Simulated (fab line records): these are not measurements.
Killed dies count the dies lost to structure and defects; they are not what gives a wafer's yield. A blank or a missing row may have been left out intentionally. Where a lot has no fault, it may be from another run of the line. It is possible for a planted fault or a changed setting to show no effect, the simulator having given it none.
Split-lot trial | flow n5Finfet | 21 wafers read across 7 lots, on a route 1938 steps long

## ON THE SPLIT
At N5_BEOL_M9_ETCH_62 (etches SOC in N2/H2, target depth 110 nm, overetch 22 nm, time 165 s), the setting sourceW was moved away from the recipe's 840 W on 4 of the 21 wafers read, by +4.7% to +15.1%. For the rest of the wafers, this setting stayed at what the recipe calls for.

Reading taken at the split's own step.

## THE READING
rfVppV, in V, at N5_BEOL_M9_ETCH_62 (etches SOC in N2/H2, target depth 110 nm, overetch 22 nm, time 165 s). Fault-free wafers of this fab line usually give 524.1 V, standard deviation 2.4 V.

wafer  | tool, chamber at the split | sourceW as run, W | against the recipe | rfVppV, V | against lot-mates on the recipe
L079.1 | rieDiel-01, 0              | 840               | recipe             | 526.4     | -
L079.3 | rieDiel-01, 2              | 840               | recipe             | 521.3     | -
L079.5 | rieDiel-01, 1              | 840               | recipe             | 523.2     | -
L082.2 | rieDiel-04, 3              | 840               | recipe             | 525.5     | -
L082.4 | rieDiel-04, 0              | 966.8             | +15.1%             | 503.0     | -22.5
L082.5 | rieDiel-04, 2              | 966.8             | +15.1%             | 497.6     | -27.9
L087.1 | rieDiel-04, 3              | 840               | recipe             | 525.5     | -
L087.3 | rieDiel-04, 0              | 840               | recipe             | 529.3     | -
L087.4 | rieDiel-04, 1              | 840               | recipe             | 526.5     | -
L091.3 | rieDiel-04, 1              | 840               | recipe             | 525.6     | -
L091.4 | rieDiel-04, 3              | 840               | recipe             | 523.9     | -
L091.5 | rieDiel-04, 1              | 840               | recipe             | 525.3     | -
L093.1 | rieDiel-06, 0              | 879.5             | +4.7%              | 516.8     | -7.1
L093.2 | rieDiel-06, 2              | 840               | recipe             | 523.9     | -
L093.4 | rieDiel-06, 2              | 879.5             | +4.7%              | 516.2     | -7.7
L094.1 | rieDiel-01, 1              | 840               | recipe             | 524.0     | -
L094.2 | rieDiel-01, 2              | 840               | recipe             | 522.0     | -
L094.6 | rieDiel-01, 0              | 840               | recipe             | 524.1     | -
L096.2 | rieDiel-04, 3              | 840               | recipe             | 525.7     | -
L096.4 | rieDiel-04, 1              | 840               | recipe             | 525.9     | -
L096.5 | rieDiel-04, 0              | 840               | recipe             | 527.9     | -

THE FIT
A straight line over all 21 wafers: rfVppV changes by -1.65 V for each +1% of sourceW; r = -0.97; the points scatter about the line by 2 V.
The same after taking each lot's own level away (the mean of its wafers on the recipe; 21 wafers): -1.66 V for each +1%; r = -0.98; scatter 1.5 V.
Per that fit: largest sourceW move, reading shift of 25 V.
Measured against the standard deviation above, the lots' own levels, which go from 523.37 to 527.10 V, span 1.6 times it.
Consequently the slope shifts little with the lot-to-lot level, the two slopes agreeing.
Check: with one of the wafers moved furthest among these (+15.1%) left out of the fit, the line predicts -27.3 V for it against its lot-mates. Against them it came out at -22.5 V.
Tool readings at the split's step, against how far the setting was moved: rfVppV r = -0.97.

## OTHER SPLITS ON THESE WAFERS
Note: prior to the reading, these wafers also went through further splits. Each is held against what the fit with the lots' levels taken away leaves over:
other split on the same wafers | wafers away from the commonest value | r with rfVppV (lot level and that fit taken away)
N5_BEOL_M9_COAT_60 spinRpm     | 5                                    | +0.02

## THE WHOLE CHAIN: every reading that the file lists as answering this split, in the file's order
step               | what it does                                                         | reading                                                                         | change (the file's fit)                                                                | r (the file's)
N5_BEOL_M9_ETCH_62 | etches SOC in N2/H2, target depth 110 nm, overetch 22 nm, time 165 s | rfVppV                                                                          | -1.66 V for each +1% of the setting                                                    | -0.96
N5_BEOL_M9_ETCH_62 | etches SOC in N2/H2, target depth 110 nm, overetch 22 nm, time 165 s | SiARC_of_BEOL_M9_COAT_60.thkNm (the simulator's own value, which no gauge read) | -0.0354 nm for each +1% of the setting, in a fit together with spinRpm@BEOL_M9_COAT_60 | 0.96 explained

## FILE'S OWN FIT
rfVppV changes by -1.66 V for each +1% of sourceW, r = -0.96.
